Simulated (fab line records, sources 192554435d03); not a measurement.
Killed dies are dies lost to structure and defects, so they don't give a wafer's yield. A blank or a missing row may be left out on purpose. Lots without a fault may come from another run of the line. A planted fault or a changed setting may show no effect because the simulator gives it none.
Split-lot experiment | flow n5_finfet | 7 lots, 21 wafers read, on a route of 1938 steps

THE SPLIT
At N5_SDB_EXPOSE_08 (exposes mask SDB), the setting dose_mj was moved away from the recipe's 49.6 on 3 of the 21 wafers read, by -7.1% to -2.0%. The other wafers ran this setting at the recipe's value.

FROM THE SPLIT TO THE READING: what the file shows between them, 2 steps
- N5_SDB_PEB_09: peb time 60 s
- N5_SDB_DEVELOP_10: develop time 30 s

THE READING
cd_nm, in nm, at N5_SDB_CD_MEAS_11 (target cd 50 nm). Fault-free wafers of this fab line usually give 50.6 nm, standard deviation 0.96 nm.

wafer  | tool, chamber at the split | dose_mj as run | against the recipe | cd_nm, nm | against lot-mates on the recipe
L077.2 | arfi_scanner-02, 0         | 49.6           | recipe             | 51.6      | -
L077.4 | arfi_scanner-02, 0         | 49.6           | recipe             | 51.6      | -
L077.6 | arfi_scanner-02, 0         | 49.6           | recipe             | 50.5      | -
L078.1 | arfi_scanner-01, 0         | 46.06          | -7.1%              | 42.2      | -7.7
L078.5 | arfi_scanner-01, 0         | 49.6           | recipe             | 49.8      | -
L078.6 | arfi_scanner-01, 0         | 49.6           | recipe             | 50.0      | -
L079.4 | arfi_scanner-02, 0         | 49.6           | recipe             | 50.9      | -
L079.5 | arfi_scanner-02, 0         | 49.6           | recipe             | 49.7      | -
L079.6 | arfi_scanner-02, 0         | 49.6           | recipe             | 51.9      | -
L082.1 | arfi_scanner-01, 0         | 49.6           | recipe             | 49.6      | -
L082.4 | arfi_scanner-01, 0         | 49.6           | recipe             | 50.2      | -
L082.6 | arfi_scanner-01, 0         | 48.61          | -2.0%              | 48.6      | -1.3
L084.3 | arfi_scanner-01, 0         | 46.37          | -6.5%              | 42.4      | -8.9
L084.4 | arfi_scanner-01, 0         | 49.6           | recipe             | 52.4      | -
L084.5 | arfi_scanner-01, 0         | 49.6           | recipe             | 50.2      | -
L086.2 | arfi_scanner-01, 0         | 49.6           | recipe             | 52.7      | -
L086.3 | arfi_scanner-01, 0         | 49.6           | recipe             | 52.8      | -
L086.4 | arfi_scanner-01, 0         | 49.6           | recipe             | 53.2      | -
L089.1 | arfi_scanner-01, 0         | 49.6           | recipe             | 49.7      | -
L089.3 | arfi_scanner-01, 0         | 49.6           | recipe             | 49.8      | -
L089.5 | arfi_scanner-01, 0         | 49.6           | recipe             | 50.0      | -

THE FIT
A straight line over all 21 wafers: cd_nm changes by +1.26 nm for each +1% of dose_mj; r = +0.92; the points scatter about the line by 1.2 nm.
The same after taking each lot's own level away (the mean of its wafers on the recipe; 21 wafers): +1.19 nm for each +1%; r = +0.96; scatter 0.69 nm.
On that fit, the largest move of dose_mj shifts the reading by 8.5 nm.
The lots' own levels span 49.83 to 52.90 nm, that is 3.2 times the standard deviation above.
So the lot-to-lot level changes the slope little: the two slopes agree.
Check: with one of the wafers moved furthest among these (-7.1%) left out of the fit, the line predicts -9.33 nm for it against its lot-mates. It came out at -7.7 nm against them.

OTHER SPLITS ON THESE WAFERS
These wafers also went through other splits before the reading. Each is held against what the fit with the lots' levels taken away leaves over:
other split on the same wafers | wafers away from the commonest value | r with cd_nm (lot level and that fit taken away)
N5_FIN_CUT_COAT_02 spin_rpm    | 7                                    | +0.06
N5_DUMMY_GATE_COAT_28 spin_rpm | 12                                   | -0.12
N5_DUMMY_GATE_COAT_09 spin_rpm | 6                                    | -0.02
N5_SD_EPI_N_PEB_07 peb_temp_c  | 9                                    | -0.21
N5_SDB_COAT_04 spin_rpm        | 10                                   | +0.20

THE FILE'S OWN FIT
cd_nm changes by +1.19 nm for each +1% of dose_mj, r = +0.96.
